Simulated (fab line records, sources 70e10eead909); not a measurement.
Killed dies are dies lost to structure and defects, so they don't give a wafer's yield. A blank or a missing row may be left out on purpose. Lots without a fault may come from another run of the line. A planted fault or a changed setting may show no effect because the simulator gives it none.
fab line records | flow nand_harc
record lots=24 wafers=72 last_day=33
route steps=1302 shown P_BONDPAD@365 A_CHANNEL_HOLE_D1@470 A_CHANNEL_FILL_D1@496 A_DECK1_JOINT@518
lots that met no fault: from a run of the same line without faults
start_h: hours from the record's first day to the start of the lot's first wafer shown | wait_h: hours since the lot's step before | " the same as in the row above | L1.1+2: a row that stands for several wafers | - no value, or no start given | * or withheld: withheld | < > ~ a bound
route shown NAME@n: a module of which the file shows steps, and the number in the route of the first | usual: mean/standard deviation of fault-free wafers | same: alike in all rows | chamber/n: place in a boat | sites: the reading at each site | _std_site: their standard deviation | _edge_site: outer sites' mean less inner sites' | radius_mm: how far each site lies from the wafer's centre | mask NAME#n: copy n | behind: the tool/chamber that last shaped the wafer | hold: why the lot was held/for how many hours/how that ended | device: the transistor (n, p or np) that didn't switch | end of line: the same wafers' tests at the end of the route | a step without rows: its recipe alone | killed: dies lost to structure and defects at the first sort, not the wafer's yield | map: a wafer's dies, x killed, . not, _ none there
set.NAME: the setting as run; set.NAME@STEP: as run at that earlier step | model.NAME: the simulator's own value behind a step, which no gauge read
steps of the route over a sample of lots; a table a step, a row a wafer
services: from which hour (start_h, from the record's first day; less than 0 if before it) a tool's chamber was out of use, for how many hours, and why
## steps
# step NHARC_P_BONDPAD_OVL_MEAS_38
# usual overlay_x_nm=0/4 overlay_y_nm=0/6.4
# columns lot.wafer tool chamber start_h wait_h overlay_x_nm overlay_y_nm
L074.1 overlay-01 - 135.39 - 1 -8
L074.5 " - " " 2 -7
L074.6 " - " " 1 -8
L075.2 overlay-02 - 142.98 - -7 -12
L075.3 " - " " -6 -12
L075.5 " - " " -7 -12
L076.2 overlay-01 - 158.14 - 9 -9
L076.4 " - " " 8 -9
L076.6 " - " " 9 -9
L077.1 overlay-02 - 160.18 - -2 -6
L077.3 " - " " -2 -6
L077.4 " - " " -2 -6
L078.1 overlay-02 - 178.23 - 1 7
L078.2 " - " " 0 6
L078.5 " - " " 0 7
L079.1 overlay-01 - 186.27 - 2 -1
L079.2 " - " " 3 -2
L079.5 " - " " 3 -1
L081.2 overlay-01 - 202.48 - 2 0
L081.4 " - " " 2 0
L081.6 " - " " 1 1
L080.2 overlay-01 - 206.18 - -2 11
L080.3 " - " " -2 11
L080.5 " - " " -1 12
L082.1 overlay-02 - 211.59 - 0 -7
L082.2 " - " " 1 -7
L082.5 " - " " 1 -8
L083.2 overlay-01 - 226.75 - -2 8
L083.4 " - " " -2 8
L083.6 " - " " -2 8
L084.3 overlay-01 - 231.24 - -4 7
L084.4 " - " " -4 7
L084.5 " - " " -4 7
L085.2 overlay-02 - 242.85 - 5 12
L085.4 " - " " 4 13
L085.6 " - " " 4 12
L086.3 overlay-01 - 252.35 - 3 -3
L086.5 " - " " 3 -3
L086.6 " - " " 3 -3
L088.1 overlay-02 - 278.42 - 4 0
L088.5 " - " " 5 1
L088.6 " - " " 4 0
L087.2 overlay-02 - 278.73 - 1 1
L087.3 " - " " 0 1
L087.4 " - " " 0 1
L089.3 overlay-01 - 286.28 - 11 1
L089.4 " - " " 10 0
L089.5 " - " " 11 1
L090.2 overlay-02 - 297.05 - 1 -4
L090.3 " - " " 1 -4
L090.4 " - " " 1 -3
L091.2 overlay-02 - 312.19 - -1 1
L091.4 " - " " -1 1
L091.6 " - " " -1 1
L092.1 overlay-01 - 312.70 - -7 5
L092.3 " - " " -7 5
L092.6 " - " " -6 5
L093.1 overlay-02 - 324.32 - -2 -5
L093.2 " - " " -2 -5
L093.4 " - " " -2 -5
L094.1 overlay-01 - 336.28 - -5 5
L094.2 " - " " -4 6
L094.6 " - " " -4 6
L095.3 overlay-02 - 341.43 - -1 9
L095.4 " - " " -1 8
L095.6 " - " " -1 8
L096.3 overlay-01 - 360.71 - 1 -3
L096.4 " - " " 1 -3
L096.5 " - " " 1 -3
L097.3 overlay-01 - 367.35 - 1 2
L097.4 " - " " 1 1
L097.5 " - " " 1 2
# step NHARC_P_BONDPAD_DEGAS_25
# recipe temp_c=300 time_s=60
# usual heater_power_w=466/29 susceptor_temp_C=300.02/0.17
# columns lot.wafer tool chamber start_h wait_h heater_power_w susceptor_temp_C
L074.1 pvd_sputter-03 - 136.46 - 453 -
L074.6 " - " " 444 -
L074.5 " - " " 440 -
L075.2 pvd_sputter-01 - 144.04 - 473 299.74
L075.3 " - " " 453 300.34
L075.5 " - " " 445 299.86
L076.4 pvd_sputter-01 - 159.22 - 466 300.04
L076.2 " - " " 479 300.08
L076.6 " - " " 459 299.89
L077.1 pvd_sputter-02 - 161.25 - 451 -
L077.3 " - " " 462 -
L077.4 " - " " 436 -
L078.1 pvd_sputter-01 - 179.30 - 479 -
L078.2 " - " " 459 -
L078.5 " - " " 477 -
L079.1 pvd_sputter-03 - 187.34 - 456 299.74
L079.2 " - " " 470 300.06
L079.5 " - " " 450 299.59
L081.4 pvd_sputter-03 - 203.56 - 450 -
L081.2 " - " " 416 -
L081.6 " - " " 454 -
L080.3 pvd_sputter-01 - 207.29 - 459 -
L080.2 " - " " 446 -
L080.5 " - " " 487 -
L082.2 pvd_sputter-03 - 212.65 - 455 -
L082.1 " - " " 529 -
L082.5 " - " " 519 -
L083.4 pvd_sputter-03 - 227.81 - 465 299.67
L083.2 " - " " 429 299.83
L083.6 " - " " 458 300.04
L084.4 pvd_sputter-03 - 232.31 - 526 299.87
L084.3 " - " " 464 300.08
L084.5 " - " " 428 299.96
L085.2 pvd_sputter-03 - 243.91 - 521 299.92
L085.4 " - " " 421 300.01
L085.6 " - " " 525 300.13
L086.3 pvd_sputter-02 - 253.43 - 438 300.17
L086.6 " - " " 503 300.05
L086.5 " - " " 460 300.14
L088.1 pvd_sputter-02 - 279.50 - 507 299.62
L088.6 " - " " 461 300.04
L088.5 " - " " 441 299.80
L087.4 pvd_sputter-03 - 279.80 - 461 299.79
L087.3 " - " " 430 299.81
L087.2 " - " " 532 300.07
L089.3 pvd_sputter-01 - 287.35 - 501 300.18
L089.4 " - " " 466 300.00
L089.5 " - " " 496 299.97
L090.3 pvd_sputter-01 - 298.12 - 460 299.90
L090.2 " - " " 501 299.91
L090.4 " - " " 459 299.96
L091.2 pvd_sputter-02 - 313.25 - 472 299.78
L091.4 " - " " 471 299.83
L091.6 " - " " 483 299.99
L092.3 pvd_sputter-01 - 313.77 - 450 300.18
L092.1 " - " " 469 299.68
L092.6 " - " " 450 300.02
L093.4 pvd_sputter-02 - 325.38 - 444 299.77
L093.1 " - " " 441 299.97
L093.2 " - " " 473 300.12
L094.1 pvd_sputter-03 - 337.35 - 480 300.00
L094.2 " - " " 451 300.22
L094.6 " - " " 527 299.85
L095.4 pvd_sputter-01 - 342.56 - 512 300.08
L095.3 " - " " 455 300.31
L095.6 " - " " 454 299.99
L096.4 pvd_sputter-01 - 361.81 - 516 -
L096.3 " - " " 458 -
L096.5 " - " " 440 -
L097.3 pvd_sputter-02 - 368.43 - 431 -
L097.4 " - " " 473 -
L097.5 " - " " 442 -
# step NHARC_A_CHANNEL_HOLE_D1_CD_MEAS_18
# usual cd_nm=99.8/2.7
# columns lot.wafer tool chamber start_h wait_h cd_nm
L075.2 cd_sem-02 - 185.88 0.7 101.9
L075.3 " - " " 103.4
L075.5 " - " " 101.4
L074.1 cd_sem-01 - 187.11 - 98.2
L074.5 " - " " 98.5
L074.6 " - " " 100.8
L076.2 cd_sem-01 - 203.88 - 102.4
L076.4 " - " " 104.8
L076.6 " - " " 103.5
L077.1 cd_sem-02 - 204.14 - 98.2
L077.3 " - " " 100.1
L077.4 " - " " 100.5
L078.1 cd_sem-02 - 222.79 - 103.4
L078.2 " - " " 102.7
L078.5 " - " " 104.2
L079.1 cd_sem-01 - 229.55 - 101.5
L079.2 " - " " 101.5
L079.5 " - " " 101.9
L081.2 cd_sem-03 - 248.95 - 100.4
L081.4 " - " " 102.9
L081.6 " - " " 102.0
L082.1 cd_sem-03 - 256.76 - 99.2
L082.2 " - " " 103.3
L082.5 " - " " 99.1
L080.2 cd_sem-03 - 258.76 - 97.2
L080.3 " - " " 101.1
L080.5 " - " " 99.3
L083.2 cd_sem-02 - 275.76 - 99.5
L083.4 " - " " 103.1
L083.6 " - " " 100.9
L084.3 cd_sem-01 - 277.25 - 101.8
L084.4 " - " " 104.6
L084.5 " - " " 102.6
L085.2 cd_sem-03 - 285.46 - 102.7
L085.4 " - " " 101.8
L085.6 " - " " 102.4
L086.3 cd_sem-03 - 297.26 - 101.7
L086.5 " - " " 99.7
L086.6 " - " " 102.2
L088.1 cd_sem-02 - 323.83 - 97.1
L088.5 " - " " 97.1
L088.6 " - " " 97.1
L087.2 cd_sem-03 - 327.35 - 97.3
L087.3 " - " " 97.0
L087.4 " - " " 96.4
L089.3 cd_sem-03 - 333.52 - 93.4
L089.4 " - " " 96.9
L089.5 " - " " 98.7
L090.2 cd_sem-01 - 350.30 - 98.8
L090.3 " - " " 101.9
L090.4 " - " " 97.0
L091.2 cd_sem-02 - 359.46 - 97.5
L091.4 " - " " 99.1
L091.6 " - " " 99.9
L092.1 cd_sem-01 - 360.29 - 96.5
L092.3 " - " " 99.3
L092.6 " - " " 100.9
L093.1 cd_sem-03 - 370.08 - 98.0
L093.2 " - " " 97.0
L093.4 " - " " 94.4
L094.1 cd_sem-01 - 386.45 - 97.0
L094.2 " - " " 95.8
L094.6 " - " " 94.9
L095.3 cd_sem-02 - 394.51 - 98.2
L095.4 " - " " 98.6
L095.6 " - " " 98.3
L096.3 cd_sem-01 - 407.56 - 96.1
L096.4 " - " " 96.7
L096.5 " - " " 94.9
L097.3 cd_sem-03 - 420.02 - 98.5
L097.4 " - " " 102.6
L097.5 " - " " 100.6
# step NHARC_A_CHANNEL_HOLE_D1_STRIP_27
# recipe o2_flow_sccm=500 ar_flow_sccm=0 bias_w=0 chemistry=O2
# usual drypump_motor_current_A=5.7/0.5 oes_product_au=0.998/0.012 rf_vpp_V=57.9/0.86 showerhead_plenum_p_Torr=3.59/0.12 throttle_valve_pct=17.037/0.0088
# columns lot.wafer tool chamber start_h wait_h drypump_motor_current_A oes_product_au rf_hours_counter_h rf_vpp_V showerhead_plenum_p_Torr throttle_valve_pct
L075.2 rie_diel-09 3 191.02 0.2 4.9 0.981 4 57.1 3.51 17.034
L075.3 " 3 " " 4.9 0.982 - 57.7 3.51 17.036
L075.5 " 3 " " 4.9 0.986 - 56.9 3.51 17.035
L074.1 rie_diel-07 3 - - 5.7 1.007 24 57.4 3.31 17.043
L074.6 " 0 " " 5.7 0.999 - 57.7 3.46 17.024
L074.5 " 1 " " 6.6 1.012 - 58.1 3.70 17.031
L076.2 rie_diel-09 2 - - 5.7 0.986 6 58.8 3.71 17.061
L076.4 " 0 " " 5.7 1.009 3 58.5 3.65 17.038
L076.6 " 3 " " 4.9 0.976 - 58.8 3.51 17.031
L077.4 rie_diel-09 0 - - 5.7 1.000 3 59.0 3.65 17.023
L077.1 " 1 " " 6.3 1.015 3 55.7 3.68 17.048
L077.3 " 2 " " 5.7 0.989 6 57.5 3.71 17.046
L078.2 rie_diel-09 1 - - 6.3 1.023 4 58.8 3.68 17.032
L078.1 " 0 " " 5.6 1.004 4 58.9 3.65 17.047
L078.5 " 1 " " 6.3 1.026 - 58.6 3.68 17.028
L079.1 rie_diel-07 3 - - 5.7 0.992 37 56.4 3.31 17.026
L079.2 " 0 " " 5.8 1.002 38 56.5 3.45 17.023
L079.5 " 3 " " 5.7 0.998 - 56.6 3.31 17.033
L081.2 rie_diel-09 1 - - 6.3 1.010 6 58.3 3.68 17.032
L081.4 " 2 " " 5.7 0.990 11 58.0 3.71 17.040
L081.6 " 1 " " 6.3 1.000 - 56.9 3.68 17.051
L082.1 rie_diel-09 1 - - 6.3 1.006 7 57.7 3.68 17.027
L082.2 " 2 " " 5.7 0.996 12 56.9 3.71 17.042
L082.5 " 0 " " 5.6 0.999 - 56.6 3.65 17.052
L080.3 rie_diel-09 3 - - 4.9 0.975 11 57.1 3.51 17.037
L080.2 " 0 " " 5.7 0.999 8 56.5 3.65 17.046
L080.5 " 0 " " 5.6 0.998 - 58.5 3.65 17.026
L083.2 rie_diel-09 0 - - 5.7 1.002 10 57.5 3.65 17.029
L083.4 " 0 " " 5.7 1.004 - 57.1 3.65 17.037
L083.6 " 3 " " 4.9 0.971 - 57.5 3.51 17.034
L084.4 rie_diel-09 1 - - 6.4 1.014 7 58.7 3.68 17.025
L084.3 " 3 " " 4.9 0.981 14 59.2 3.51 17.031
L084.5 " 1 " " 6.3 1.012 - 58.7 3.68 17.030
L085.4 rie_diel-09 1 - - 6.3 1.014 7 58.4 3.68 17.048
L085.2 " 3 " " 4.9 0.992 14 57.1 3.51 17.035
L085.6 " 2 " " 5.7 0.986 - 57.9 3.70 17.027
L086.3 rie_diel-09 0 - - 5.6 1.010 13 59.4 3.65 17.036
L086.6 " 0 " " 5.6 1.002 - 58.3 3.65 17.040
L086.5 " 1 " " 6.4 1.006 - 57.4 3.68 17.033
L088.1 rie_diel-03 1 - - 5.1 0.991 18 57.6 3.51 17.029
L088.6 " 3 " " 6.0 1.026 - 58.6 3.56 17.016
L088.5 " 0 " " 6.4 0.990 - 56.7 3.33 17.042
L087.3 rie_diel-07 0 - - 5.8 0.993 7 58.5 3.44 17.031
L087.2 " 2 " " 5.9 1.016 5 57.3 3.45 17.023
L087.4 " 0 " " 5.7 0.992 - 57.8 3.44 17.036
L089.3 rie_diel-09 3 - - 4.9 0.990 1 57.1 3.51 17.031
L089.4 " 1 " " 6.4 1.004 1 58.5 3.68 17.046
L089.5 " 0 " " 5.6 1.007 - 57.6 3.65 17.049
L090.2 rie_diel-09 0 - - 5.7 0.997 2 57.9 3.65 17.035
L090.3 " 2 " " 5.8 0.988 1 57.7 3.70 17.042
L090.4 " 3 " " 4.9 0.989 - 57.5 3.51 17.034
L091.4 rie_diel-09 0 - - 5.6 1.003 2 58.3 3.65 17.039
L091.2 " 2 " " 5.7 0.986 2 57.2 3.70 17.031
L091.6 " 0 " " 5.6 1.003 - 57.8 3.65 17.035
L092.1 rie_diel-07 2 - - 5.9 1.017 20 56.7 3.44 17.037
L092.3 " 1 " " 6.6 1.005 10 59.2 3.67 17.034
L092.6 " 2 " " 5.9 1.021 - 59.9 3.44 17.038
L093.1 rie_diel-09 3 - - 4.9 0.984 3 57.8 3.51 17.031
L093.4 " 0 " " 5.7 1.009 3 57.2 3.65 17.042
L093.2 " 2 " " 5.7 0.997 3 58.1 3.70 17.013
L094.2 rie_diel-09 2 - - 5.7 0.982 3 58.8 3.70 17.028
L094.1 " 0 " " 5.7 1.008 4 59.0 3.65 17.042
L094.6 " 2 " " 5.8 0.994 - 56.9 3.70 17.045
L095.4 rie_diel-03 3 - - 6.0 1.006 36 59.0 3.54 17.036
L095.3 " 0 " " 6.4 0.995 44 57.6 3.31 17.040
L095.6 " 2 " " 6.2 0.998 - 58.0 3.48 17.044
L096.3 rie_diel-09 0 - - 5.7 1.003 6 56.6 3.64 17.042
L096.4 " 1 " " 6.4 0.994 4 59.2 3.68 17.038
L096.5 " 3 " " 4.9 0.989 - 57.7 3.51 17.031
L097.4 rie_diel-09 0 - - 5.6 0.996 8 57.6 3.64 17.037
L097.3 " 3 " " 4.9 0.994 7 59.1 3.50 17.025
L097.5 " 0 " " 5.6 1.005 - 57.4 3.64 17.038
# step NHARC_A_CHANNEL_FILL_D1_ALD_16
# recipe target_thk_a=15 pulse_time_s=10 ald_cycles=15 temp_c=300 material=SiO2
# usual heater_power_w=475/26 precursor_pulse_height_rel=1.001/0.02 susceptor_temp_C=300.02/0.18
# columns lot.wafer tool chamber start_h wait_h heater_power_w precursor_pulse_height_rel susceptor_temp_C
L075.2 ald_hk-04 2 204.80 0.0 496 0.977 300.35
L075.3 " 1 " " 452 0.989 299.96
L075.5 " 3 " " 467 1.016 299.82
L074.1 ald_hk-01 0 208.76 0.2 444 0.970 299.90
L074.5 " 2 " " 447 1.020 299.88
L074.6 " 3 " " 479 0.995 300.09
L076.2 ald_hk-04 2 222.48 0.0 506 0.987 300.13
L076.4 " 0 " " 464 0.972 300.30
L076.6 " 2 " " 477 1.029 300.11
L077.4 ald_hk-04 3 222.64 0.2 468 1.008 300.10
L077.3 " 0 " " 476 0.996 300.04
L077.1 " 2 " " 487 1.025 299.65
L078.2 ald_hk-03 0 241.04 0.1 516 0.970 299.99
L078.1 " 2 " " 522 0.981 300.08
L078.5 " 0 " " 520 0.996 300.28
L079.2 ald_hk-01 3 249.43 0.1 469 0.978 299.74
L079.1 " 0 " " 441 1.032 300.31
L079.5 " 1 " " 479 1.005 299.61
L081.4 ald_hk-01 0 269.06 0.1 455 0.981 300.09
L081.2 " 3 " " 469 1.013 299.65
L081.6 " 1 " " 462 0.982 299.87
L080.2 ald_hk-03 3 276.28 0.0 462 1.013 299.93
L080.3 " 1 " " 461 1.008 300.28
L080.5 " 0 " " 516 0.997 300.02
L082.2 ald_hk-01 0 276.29 0.0 436 0.999 300.14
L082.1 " 2 " " 445 1.034 300.02
L082.5 " 0 " " 453 1.005 299.72
L083.2 ald_hk-04 1 294.16 0.1 461 0.965 299.83
L083.4 " 3 " " 460 0.981 300.22
L083.6 " 1 " " 463 0.951 299.96
L084.4 ald_hk-04 1 299.48 0.8 468 0.979 300.02
L084.3 " 2 " " 483 0.990 300.06
L084.5 " 1 " " 464 0.996 300.38
L085.2 ald_hk-04 2 303.83 0.2 487 0.968 299.92
L085.4 " 1 " " 464 1.003 299.92
L085.6 " 3 " " 469 1.024 299.92
L086.3 ald_hk-04 2 318.57 0.4 480 1.030 300.10
L086.6 " 0 " " 482 0.990 299.94
L086.5 " 1 " " 468 0.996 300.09
L088.1 ald_hk-04 2 342.02 0.1 488 1.006 299.95
L088.6 " 0 " " 502 1.028 300.31
L088.5 " 1 " " 464 1.009 299.95
L087.4 ald_hk-03 2 346.33 0.0 528 1.002 299.90
L087.2 " 0 " " 516 1.006 299.94
L087.3 " 1 " " 456 1.009 299.83
L089.4 ald_hk-03 2 351.74 0.0 538 0.990 299.94
L089.3 " 0 " " 512 1.016 299.88
L089.5 " 3 " " 446 1.001 299.80
L090.4 ald_hk-04 0 368.95 0.0 485 1.020 299.96
L090.2 " 2 " " 477 1.016 299.77
L090.3 " 3 " " 480 1.013 300.03
L092.1 ald_hk-01 1 377.69 0.1 489 1.072 300.09
L092.3 " 2 " " 430 0.994 300.17
L092.6 " 0 " " 428 1.044 300.03
L091.4 ald_hk-01 3 377.80 0.2 495 0.990 300.11
L091.2 " 1 " " 481 0.983 300.05
L091.6 " 0 " " 431 0.980 299.97
L093.2 ald_hk-03 1 390.18 0.0 451 1.035 300.47
L093.1 " 2 " " 538 0.976 299.85
L093.4 " 3 " " 462 0.982 299.80
L094.1 ald_hk-01 1 409.27 3.0 484 0.980 299.97
L094.2 " 3 " " 480 0.986 299.96
L094.6 " 1 " " 484 1.009 300.28
L095.3 ald_hk-03 1 416.32 0.0 455 1.005 299.91
L095.4 " 3 " " 467 1.009 299.87
L095.6 " 1 " " 439 0.992 300.28
L096.4 ald_hk-01 1 425.74 0.1 489 0.957 299.91
L096.3 " 2 " " 432 1.011 300.35
L096.5 " 0 " " 438 1.002 300.11
L097.4 ald_hk-03 3 439.46 1.9 470 0.984 299.89
L097.3 " 0 " " 506 0.977 300.17
L097.5 " 1 " " 454 1.021 300.09
# step NHARC_A_DECK1_JOINT_ETCHBACK_07
# recipe target_depth_a=1050 time_s=26.9 hbr_flow_sccm=150 rf_w=350 icp_w=350 bias_w=60 chemistry=HBr
# usual drypump_motor_current_A=5.9/0.44 oes_product_au=1.003/0.0076 throttle_valve_pct=23.266/0.0088
# columns lot.wafer tool chamber start_h wait_h drypump_motor_current_A oes_product_au rf_hours_counter_h throttle_valve_pct
L075.2 rie_si-05 3 242.58 0.1 5.9 0.995 0.7 23.275
L075.3 " 0 " " 5.3 1.006 0.6 23.248
L075.5 " 3 " " 5.9 1.010 - 23.267
L074.1 rie_si-02 1 246.04 0.1 6.2 0.998 0.9 23.257
L074.6 " 2 " " 6.5 1.005 - 23.278
L074.5 " 3 " " 5.7 0.989 - 23.279
L077.4 rie_si-06 2 258.31 0.1 6.8 0.986 0 23.262
L077.1 " 0 " " 5.6 0.996 0 23.266
L077.3 " 1 " " 6.3 0.995 0 23.264
L076.4 rie_si-02 1 258.32 0.1 6.2 1.014 1.0 23.281
L076.2 " 3 " " 5.6 0.995 1.2 23.265
L076.6 " 1 " " 6.2 1.005 - 23.270
L078.2 rie_si-05 2 277.81 0.1 5.5 1.001 0.9 23.266
L078.1 " 1 " " 6.0 0.985 0.8 23.262
L078.5 " 3 " " 5.9 1.001 - 23.265
L079.2 rie_si-06 3 284.79 0.1 5.8 1.004 0.2 23.278
L079.1 " 2 " " 6.8 0.997 0.2 23.264
L079.5 " 0 " " 5.6 1.006 - 23.257
L081.2 rie_si-06 1 306.55 0.1 6.3 1.007 0.3 23.255
L081.4 " 3 " " 5.8 1.012 0.3 23.266
L081.6 " 1 " " 6.3 1.002 - 23.259
L082.2 rie_si-06 3 312.07 0.1 5.8 1.019 0.4 23.266
L082.1 " 2 " " 6.7 1.006 0.4 23.260
L082.5 " 3 " " 5.8 1.007 - 23.264
L080.3 rie_si-02 0 312.09 0.1 5.4 1.002 0.1 23.263
L080.2 " 1 " " 6.2 1.012 0.1 23.259
L080.5 " 1 " " 6.2 1.007 - 23.257
L083.4 rie_si-05 1 334.85 0.1 6.0 1.021 0.1 23.273
L083.2 " 2 " " 5.5 1.012 0.1 23.269
L083.6 " 1 " " 6.0 1.019 - 23.258
L084.3 rie_si-06 2 334.86 0.1 6.7 0.990 0.6 23.269
L084.4 " 3 " " 5.8 1.000 0.5 23.257
L084.5 " 1 " " 6.4 1.007 - 23.271
L085.2 rie_si-02 0 335.00 0.1 5.4 1.006 0.3 23.282
L085.4 " 2 " " 6.5 1.009 0.4 23.273
L085.6 " 0 " " 5.4 1.003 - 23.276
L086.3 rie_si-05 3 357.88 0.1 5.9 1.007 0.2 23.248
L086.6 " 0 " " 5.2 1.007 - 23.273
L086.5 " 1 " " 6.0 1.011 - 23.263
L088.1 rie_si-05 1 378.16 0.1 6.0 1.007 0.4 23.263
L088.5 " 0 " " 5.2 1.002 - 23.258
L088.6 " 1 " " 6.0 1.003 - 23.270
L087.2 rie_si-02 2 382.42 0.1 6.5 1.009 0.7 23.264
L087.3 " 3 " " 5.6 1.019 0.7 23.274
L087.4 " 0 " " 5.4 1.000 0.6 23.257
L089.4 rie_si-02 3 389.61 0.1 5.6 1.013 0.7 23.269
L089.3 " 1 " " 6.2 0.999 0.6 23.273
L089.5 " 3 " " 5.7 1.017 - 23.273
L090.4 rie_si-02 2 405.29 0.1 6.5 0.999 0.8 23.276
L090.2 " 3 " " 5.7 1.007 0.8 23.272
L090.3 " 1 " " 6.2 1.000 0.7 23.271
L091.2 rie_si-05 0 414.19 0.1 5.3 0.999 0.6 23.260
L091.4 " 3 " " 6.0 1.013 0.4 23.272
L091.6 " 0 " " 5.3 1.000 - 23.273
L092.1 rie_si-02 2 414.21 0.1 6.5 1.003 0.8 23.287
L092.3 " 3 " " 5.7 1.007 0.8 23.267
L092.6 " 0 " " 5.4 0.993 - 23.276
L093.2 rie_si-02 1 426.05 0.1 6.2 0.989 0.8 23.254
L093.1 " 3 " " 5.7 1.010 0.9 23.272
L093.4 " 0 " " 5.4 0.990 0.9 23.268
L094.1 rie_si-06 0 450.50 0.1 5.6 1.002 0.1 23.266
L094.2 " 1 " " 6.3 1.012 0.1 23.266
L094.6 " 0 " " 5.6 0.997 - 23.276
L095.4 rie_si-05 3 450.50 0.1 6.0 0.996 0.7 23.256
L095.3 " 2 " " 5.5 0.999 0.7 23.278
L095.6 " 0 " " 5.3 1.004 - 23.279
L096.4 rie_si-05 3 462.27 0.1 6.0 1.007 0.7 23.271
L096.3 " 2 " " 5.5 1.006 0.8 23.262
L096.5 " 0 " " 5.3 1.009 - 23.274
L097.3 rie_si-06 3 480.24 0.1 5.8 1.009 0.3 23.256
L097.4 " 0 " " 5.6 1.010 0.4 23.249
L097.5 " 1 " " 6.3 1.012 - 23.280
## services
# columns tool chamber start_h hours kind
pvd_sputter-01 - 114.29 1.3 repair
rie_diel-09 - 143.10 9.0 pm
pvd_sputter-03 - 170.00 10.0 pm
ald_hk-04 - 172.73 0.4 repair
rie_diel-09 1 180.14 17.5 repair
rie_diel-09 0 183.94 16.0 repair
rie_si-02 3 186.80 2.4 repair
rie_diel-09 3 217.30 9.9 repair
pvd_sputter-03 - 218.43 7.8 repair
pvd_sputter-01 - 226.36 10.0 pm
rie_diel-09 1 255.39 4.3 repair
ald_hk-04 - 257.10 10.0 pm
rie_diel-09 1 266.29 18.7 repair
rie_si-02 - 277.00 9.0 pm
pvd_sputter-03 - 288.41 0.7 repair
pvd_sputter-03 - 290.30 1.0 repair
pvd_sputter-03 - 311.67 5.5 repair
rie_diel-09 - 320.10 9.0 pm
rie_si-02 1 320.65 7.0 repair
rie_si-02 - 338.26 0.3 repair
rie_diel-09 1 349.39 13.8 repair
rie_diel-09 3 373.33 1.9 repair
rie_diel-09 3 418.48 2.7 repair
rie_diel-09 0 464.21 18.7 repair
## key
fault none
